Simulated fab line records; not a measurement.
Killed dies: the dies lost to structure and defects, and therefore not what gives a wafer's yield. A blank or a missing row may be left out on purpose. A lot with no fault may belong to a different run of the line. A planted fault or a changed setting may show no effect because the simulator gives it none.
A struck lot beside a sound one + flow nandHarc + 14 out of 1302 route steps
Sound: the wafers L852.3, L852.4, L852.5. Wafers L857.1, L857.3, L857.6 were the ones struck. At the end, the cause is stated.
Order at every step that has rows: each side's tool, ch and its chambers, its first start. Under that, the readings that differ: sound wafers + struck wafers + difference of the means + sigmas: that difference in standard deviations of wafers without a fault.
alike: readings with means less than 2 such deviations apart, plus words and numbers identical on both sides. not compared: withheld readings, readings lacking a value on some wafer, bounds such as >300 that could conceal the same value, and numbers that have no deviation in the record and whose values overlap.
A row with sigmas, a row that says differs or no value, or rows on one side alone: a step with any of these is where the two part. Numbers that have no deviation but don't overlap get no sigmas and don't part them. A reading missing from all wafers of one side parts the sides only when that side holds two or more wafers.

NHARC_A_BONDPAD_CD_MEAS_09: target cd 500 nm.
  sound on cdSem-01 ch 0, day 27 12:13; struck on cdSem-02 ch 0, day 29 01:28
  alike: cdNm
NHARC_A_BONDPAD_OVL_MEAS_35:
  sound: overlay-02 at day 27 12:17; struck: overlay-01 at day 29 01:33
  alike: overlayXNm, overlayYNm
then, 1 step without rows for these wafers: NHARC_A_BONDPAD_HARDBAKE_10 (time 65 s).
NHARC_A_BONDPAD_DESCUM_11: chemistry O2, time 3 s.
  sound on rieDiel-06 ch 0,3, day 27 12:25; struck on rieDiel-06 ch 1,3, day 29 01:41
  alike: drypumpMotorCurrentA, oesProductAu, rfVppV, showerheadPlenumPTorr, throttleValvePct
  not compared: rfHoursCounterH
then, 2 steps without rows for these wafers: NHARC_A_BONDPAD_ETCH_34 (etches the open film in N2/H2, target depth 60 nm, overetch 18 nm, time 65.91 s); NHARC_A_BONDPAD_ETCH_12 (etches the open film in CHF3/O2, target depth 220 nm, time 110 s).
NHARC_A_BONDPAD_CD_MEAS_13:
  sound: cdSem-01 at day 27 12:44; struck: cdSem-03 at day 29 02:02
  alike: cdNm
NHARC_A_BONDPAD_STRIP_15: strips in O2.
  sound on rieDiel-09 ch 1,2, day 27 12:48; struck on rieDiel-06 ch 1,2,3, day 29 02:07
  alike: drypumpMotorCurrentA, oesProductAu, rfVppV, showerheadPlenumPTorr, throttleValvePct
  not compared: rfHoursCounterH
then, 2 steps without rows for these wafers: NHARC_A_BONDPAD_ETCH_24 (etches the open film in CF4/N2, target depth 30 nm, time 72.99 s); NHARC_A_BONDPAD_STRIP_16 (strips in post etch residue remover, time 600 s).
NHARC_A_BONDPAD_DEGAS_25: time 60 s.
  sound: pvdSputter-03 at day 27 13:21; struck: pvdSputter-01 at day 29 02:42
  alike: heaterPowerW
NHARC_A_BONDPAD_PRE_CLEAN_26: time 30 s.
  sound on pvdSputter-03; struck on pvdSputter-01
  alike: heaterPowerW
NHARC_A_BONDPAD_PVD_17: deposits TaN, target thk 5 nm, time 8.06 s.
  sound: pvdSputter-03 at day 27 13:28; struck: pvdSputter-01 at day 29 02:50
  no value came back on the struck wafers for biasV (V), cathodeDcPowerW (W), throttleValvePct (%); on the sound wafers biasV (V) reads 169.4 169.6 171.1
NHARC_A_BONDPAD_PVD_27: deposits Cu, target thk 30 nm, time 20.49 s.
  sound on pvdSputter-03; struck on pvdSputter-01
  alike: cathodeDcPowerW, chamberPressurePa, throttleValvePct

## WHERE THEY PART
Only at NHARC_A_BONDPAD_PVD_17, within this record. Later steps at which nothing parts them and some readings are alike: NHARC_A_BONDPAD_PVD_27.

WHY: the cause the simulator had injected
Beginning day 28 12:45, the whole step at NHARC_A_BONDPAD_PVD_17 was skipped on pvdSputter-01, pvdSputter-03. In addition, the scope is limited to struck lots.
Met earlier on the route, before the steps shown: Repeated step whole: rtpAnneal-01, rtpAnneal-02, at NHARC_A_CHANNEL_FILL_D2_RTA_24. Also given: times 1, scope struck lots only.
